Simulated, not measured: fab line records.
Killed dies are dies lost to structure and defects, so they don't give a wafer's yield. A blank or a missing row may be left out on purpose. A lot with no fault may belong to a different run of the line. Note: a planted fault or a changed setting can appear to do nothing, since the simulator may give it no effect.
Chamber matching || flow n5_finfet || N5_SPACER0_ALD_00 on ald_sin-03 has 4 sister chambers
The step deposits SiOCN, target thk 3.5 nm, pulse time 3 s, purge time 2 s. 22 wafers are shown with their chamber, then 11 later ones without.

WAFERS PAIRED WITH THEIR CHAMBERS
{"wafer": "L075.1", "chamber": 2, "heater_power_w (W)": 685, "heater_power_outer_w (W)": 381, "precursor_pulse_height_rel": 1.010}
{"wafer": "L075.4", "chamber": 3, "heater_power_w (W)": 755, "heater_power_outer_w (W)": 447, "precursor_pulse_height_rel": 0.991}
{"wafer": "L075.5", "chamber": 1, "heater_power_w (W)": 812, "heater_power_outer_w (W)": 470, "precursor_pulse_height_rel": 1.024}
{"wafer": "L076.3", "chamber": 3, "heater_power_w (W)": 743, "heater_power_outer_w (W)": 447, "precursor_pulse_height_rel": 0.999}
{"wafer": "L076.5", "chamber": 1, "heater_power_w (W)": 804, "heater_power_outer_w (W)": 488, "precursor_pulse_height_rel": 1.007}
{"wafer": "L076.6", "chamber": 2, "heater_power_w (W)": 681, "heater_power_outer_w (W)": 382, "precursor_pulse_height_rel": 0.992}
{"wafer": "L077.2", "chamber": 3, "heater_power_w (W)": 771, "heater_power_outer_w (W)": 447, "precursor_pulse_height_rel": 1.004}
{"wafer": "L077.3", "chamber": 1, "heater_power_w (W)": 824, "heater_power_outer_w (W)": 483, "precursor_pulse_height_rel": 1.003}
{"wafer": "L077.4", "chamber": 2, "heater_power_w (W)": 692, "heater_power_outer_w (W)": 389, "precursor_pulse_height_rel": 1.007}
{"wafer": "L083.1", "chamber": 1, "heater_power_w (W)": 781, "heater_power_outer_w (W)": 466, "precursor_pulse_height_rel": 0.977}
{"wafer": "L083.4", "chamber": 0, "heater_power_w (W)": 868, "heater_power_outer_w (W)": 503, "precursor_pulse_height_rel": 1.034}
{"wafer": "L083.5", "chamber": 2, "heater_power_w (W)": 670, "heater_power_outer_w (W)": 368, "precursor_pulse_height_rel": 0.997}
{"wafer": "L086.1", "chamber": 0, "heater_power_w (W)": 874, "heater_power_outer_w (W)": 506, "precursor_pulse_height_rel": 0.979}
{"wafer": "L086.5", "chamber": 2, "heater_power_w (W)": 654, "heater_power_outer_w (W)": 368, "precursor_pulse_height_rel": 0.988}
{"wafer": "L086.6", "chamber": 1, "heater_power_w (W)": 803, "heater_power_outer_w (W)": 469, "precursor_pulse_height_rel": 1.014}
{"wafer": "L088.2", "chamber": 1, "heater_power_w (W)": 792, "heater_power_outer_w (W)": 490, "precursor_pulse_height_rel": 0.985}
{"wafer": "L088.5", "chamber": 2, "heater_power_w (W)": 671, "heater_power_outer_w (W)": 371, "precursor_pulse_height_rel": 1.003}
{"wafer": "L088.6", "chamber": 1, "heater_power_w (W)": 788, "heater_power_outer_w (W)": 464, "precursor_pulse_height_rel": 0.985}
{"wafer": "L090.2", "chamber": 2, "heater_power_w (W)": 663, "heater_power_outer_w (W)": 367, "precursor_pulse_height_rel": 0.991}
{"wafer": "L090.3", "chamber": 0, "heater_power_w (W)": 863, "heater_power_outer_w (W)": 486, "precursor_pulse_height_rel": 0.998}
{"wafer": "L090.6", "chamber": 0, "heater_power_w (W)": 871, "heater_power_outer_w (W)": 495, "precursor_pulse_height_rel": 0.977}
{"wafer": "L093.1", "chamber": 3, "heater_power_w (W)": 758, "heater_power_outer_w (W)": 455, "precursor_pulse_height_rel": 1.000}

SIGNATURES (averages over the wafers above)
{"reading": "heater_power_w", "chamber 0": 869.00, "chamber 1": 800.57, "chamber 2": 673.71, "chamber 3": 756.75, "scatter within a chamber": 12.5}
{"reading": "heater_power_outer_w", "chamber 0": 497.50, "chamber 1": 475.71, "chamber 2": 375.14, "chamber 3": 449.00, "scatter within a chamber": 9.02}
{"reading": "precursor_pulse_height_rel", "chamber 0": 0.99700, "chamber 1": 0.99929, "chamber 2": 0.99829, "chamber 3": 0.99850, "scatter within a chamber": 0.0157}
Rule: distance of a wafer from a chamber = root of the sum over the readings of ((wafer's reading minus chamber's mean) / reading's scatter) squared. If the next closest chamber is less than 2 further off than the closest, the wafer can't be placed; otherwise it belongs to the closest. The scatter: take each reading less its chamber's mean, square it, sum over the shown wafers, divide by the number of wafers less the number of chambers, and take the root.

WAFERS WITH NO CHAMBER GIVEN
{"wafer": "L093.5", "heater_power_w (W)": 882, "heater_power_outer_w (W)": 500, "precursor_pulse_height_rel": 0.994}
{"wafer": "L093.6", "heater_power_w (W)": 797, "heater_power_outer_w (W)": 464, "precursor_pulse_height_rel": 1.016}
{"wafer": "L095.2", "heater_power_w (W)": 844, "heater_power_outer_w (W)": 509, "precursor_pulse_height_rel": 1.000}
{"wafer": "L095.4", "heater_power_w (W)": 659, "heater_power_outer_w (W)": 369, "precursor_pulse_height_rel": 1.021}
{"wafer": "L095.5", "heater_power_w (W)": 807, "heater_power_outer_w (W)": 463, "precursor_pulse_height_rel": 1.014}
{"wafer": "L096.1", "heater_power_w (W)": 669, "heater_power_outer_w (W)": 371, "precursor_pulse_height_rel": 0.995}
{"wafer": "L096.3", "heater_power_w (W)": 856, "heater_power_outer_w (W)": 504, "precursor_pulse_height_rel": 0.948}
{"wafer": "L096.6", "heater_power_w (W)": 759, "heater_power_outer_w (W)": 468, "precursor_pulse_height_rel": 0.972}
{"wafer": "L097.3", "heater_power_w (W)": 757, "heater_power_outer_w (W)": 452, "precursor_pulse_height_rel": 1.004}
{"wafer": "L097.4", "heater_power_w (W)": 786, "heater_power_outer_w (W)": 463, "precursor_pulse_height_rel": 1.022}
{"wafer": "L097.6", "heater_power_w (W)": 682, "heater_power_outer_w (W)": 366, "precursor_pulse_height_rel": 0.976}

WHICH CHAMBER EACH ONE RAN IN
{"wafer": "L093.5", "from the rows above": 0, "in truth": 0}
{"wafer": "L093.6", "from the rows above": 1, "in truth": 1}
{"wafer": "L095.2", "from the rows above": 0, "in truth": 0}
{"wafer": "L095.4", "from the rows above": 2, "in truth": 2}
{"wafer": "L095.5", "from the rows above": 1, "in truth": 1}
{"wafer": "L096.1", "from the rows above": 2, "in truth": 2}
{"wafer": "L096.3", "from the rows above": 0, "in truth": 0}
{"wafer": "L096.6", "from the rows above": "can't be placed: 3 or 1", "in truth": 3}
{"wafer": "L097.3", "from the rows above": 3, "in truth": 3}
{"wafer": "L097.4", "from the rows above": "can't be placed: 1 or 3", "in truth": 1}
{"wafer": "L097.6", "from the rows above": 2, "in truth": 2}
Correct placement for 9 of the 11. Not placeable from these rows: 2 (in 2, the candidates include the true chamber). Number placed wrongly: 0.
